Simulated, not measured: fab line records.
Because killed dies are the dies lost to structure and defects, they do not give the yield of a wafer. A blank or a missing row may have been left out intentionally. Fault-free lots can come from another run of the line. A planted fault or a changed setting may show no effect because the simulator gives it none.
Comparing a struck lot with a sound one -- flow n5 finfet -- 38 out of 1938 route steps
Sound: these wafers, L624.2, L624.3, L624.6. Struck: wafer L630.5 (left out: L630.1, L630.4 of the same lot, which were not struck); the cause appears at the end.
Each step with rows lists, per side, the tool, then ch with its chambers, then its first start. Under that, the readings that differ: sound wafers -- struck wafers -- difference of the means -- sigmas: that difference in standard deviations of wafers without a fault.
alike: same words and numbers on both sides, and readings whose means sit less than 2 such deviations apart. not compared: any withheld reading, any reading some wafer has no value for, any bound like >300 that may hide the same value, and any number with overlapping values for which the record gives no deviation.
Wherever a step has rows on one side only, a row that says differs or no value, or a row with sigmas, the two part there. Numbers that have no deviation but don't overlap get no sigmas and don't part them. A reading that every wafer of one side lacks parts them only if that side has two wafers or more.

first, 9 steps without rows for these wafers: N5_BEOL_M12_SOFTBAKE_23 (time 60 s); N5_BEOL_M12_EXPOSE_25 (exposes mask M12); N5_BEOL_M12_PEB_26 (peb time 90 s); N5_BEOL_M12_DEVELOP_27 (develop time 45 s); N5_BEOL_M12_HARDBAKE_32 (time 120 s); N5_BEOL_M12_DESCUM_33 (chemistry O2, time 7.9 s); N5_BEOL_M12_ETCH_67 (etches SiARC in CF4, target depth 143 nm, time 238.3 s); N5_BEOL_M12_ETCH_68 (etches SOC in N2/H2, time 285 s); N5_BEOL_M12_STRIP_69 (strips in N2/H2).
N5_BEOL_M12_TRENCH_ETCH_34: etches SiOC in C4F8/O2/Ar, target depth 318.95 nm, time 125.5 s.
  sound on rie diel-03 ch 1,2, day 12 23:44; struck on rie diel-03 ch 2, day 14 10:17
reading,sound,struck,difference,sigmas
model.etch.depth nm (nm),317.5 319.3 318.5,254.4,-64.0,
  alike: bias w, drypump motor current A, he outer torr, oes product au, rf vpp V, showerhead plenum p Torr, throttle valve pct
  not compared: rf hours counter h
then, 1 step without rows for these wafers: N5_BEOL_M12_STRIP_70 (strips in C4F8/O2/Ar).
N5_BEOL_M12_OCD_MEAS_35:
  sound on ocd-02 at day 12 23:53; struck on ocd-01 at day 14 10:26
reading,sound,struck,difference,sigmas
trench depth nm (nm),317 320 318,254,-64,-21
then, 11 steps without rows for these wafers: N5_BEOL_M12_STRIP_37 (strips in N2/H2); N5_BEOL_M12_ETCH_38 (etches SiCN in CF4/N2, target depth 68.7 nm, time 73.4 s); N5_BEOL_M12_PRECLEAN_39 (cleans in residue remover, time 60 s); N5_BEOL_M12_SRD_40 (time 30 s, dry time 30 s); N5_BEOL_M12_DEGAS_41 (time 60 s); N5_BEOL_M12_PRE_CLEAN_42 (time 30 s); N5_BEOL_M12_SPUTTER_43 (material TaN, target thk 15 nm, time 24.19 s); N5_BEOL_M12_SPUTTER_44 (material Ta, target thk 10 nm, time 16.13 s); N5_BEOL_M12_SPUTTER_45 (material Cu, target thk 80 nm, time 13.33 s); N5_BEOL_M12_ECD_47 (material Cu, target thk 720 nm); N5_BEOL_M12_ANNEAL_48 (time 90 s).
N5_BEOL_M12_CMP_49: polishes, stops on SiOC, t overpolish 20.6 s, target thk 320 nm.
  sound on cmp-01 ch 0,1, day 13 09:46; struck on cmp-01 ch 0, day 14 15:04
reading,sound,struck,difference,sigmas
model.Cu_of_BEOL_M12_ECD_47.thk nm (nm),319 320 319.8,255.4,-64.2,
  alike: barrier field endpoint s, clearing platen down force psi, edge zone pressure frac, motor current A, overpolish run s
N5_BEOL_M12_THK_MEAS_50: measures by xrf.
  sound on film metro-02 at day 13 10:04; struck on film metro-01 at day 14 15:19
reading,sound,struck,difference,sigmas
M12_THK (nm),318 320 321,253,-67,-17
then, 2 steps without rows for these wafers: N5_BEOL_M12_PRE_CLEAN_52 (time 15 s); N5_BEOL_M12_DEP_53 (deposits SiCN from 3MS/NH3, target thk 30 nm, time 10.5 s).
N5_BEOL_M12_RS_MEAS_54: the measuring method here is four-point-probe.
  sound on film metro-01 at day 13 10:11; struck on film metro-02 at day 14 15:26
reading,sound,struck,difference,sigmas
M12_RS (ohm/sq),0.0601 0.0597 0.0599,0.0759,+0.0160,+23
then, 9 steps without rows for these wafers: N5_BEOL_M13_ILD_DEP_00 (deposits SiOC from DEMS/O2, target thk 837.92 nm, time 166.4 s); N5_BEOL_M13_COAT_58 (time 60 s, resist thk 89 nm); N5_BEOL_M13_COAT_04 (resist thk 400 nm); N5_BEOL_M13_EBR_06; N5_BEOL_M13_SOFTBAKE_05 (time 60 s); N5_BEOL_M13_EXPOSE_07 (exposes mask V12); N5_BEOL_M13_PEB_08 (peb time 90 s); N5_BEOL_M13_DEVELOP_09 (develop time 45 s); N5_BEOL_M13_HARDBAKE_14 (time 120 s).
N5_BEOL_M15_RC_MEAS_101:
  sound on prober-02 ch 0, day 14 18:00; struck on prober-01 ch 0, day 15 16:06
reading,sound,struck,difference,sigmas
COMB_M14 (S/m),2.9e-12 2.7e-12 2.8e-12,5e-12,+2e-12,+2
COMB_M15_max_site (S/m),3.1e-12 3e-12 1.7e-12,5.2e-12,+2.6e-12,+3
COMB_M8 (S/m),2.3e-11 2.4e-11 1.7e-11,3.4e-11,+1.3e-11,+2
SERP_M10 (ohm/um),2.96 3.07 3.02,3.17,+0.15,+2
SERP_M12 (ohm/um),0.641 0.636 0.632,0.789,+0.153,+10
SERP_M12_max_site (ohm/um),0.652 0.647 0.640,0.809,+0.163,+11
  alike: etest temp c, COMB_M10, COMB_M10_max_site, COMB_M11, COMB_M13, COMB_M15, COMB_M5, COMB_M6, COMB_M7, COMB_M9, SERP_M11, SERP_M13, SERP_M14, SERP_M5, SERP_M5_max_site, SERP_M6, SERP_M7, SERP_M7_max_site, SERP_M8, SERP_M8_max_site, SERP_M9

== WHERE THEY PART ==
First at N5_BEOL_M12_OCD_MEAS_35; last, within this record, at N5_BEOL_M15_RC_MEAS_101.

WHY: the cause the simulator had injected
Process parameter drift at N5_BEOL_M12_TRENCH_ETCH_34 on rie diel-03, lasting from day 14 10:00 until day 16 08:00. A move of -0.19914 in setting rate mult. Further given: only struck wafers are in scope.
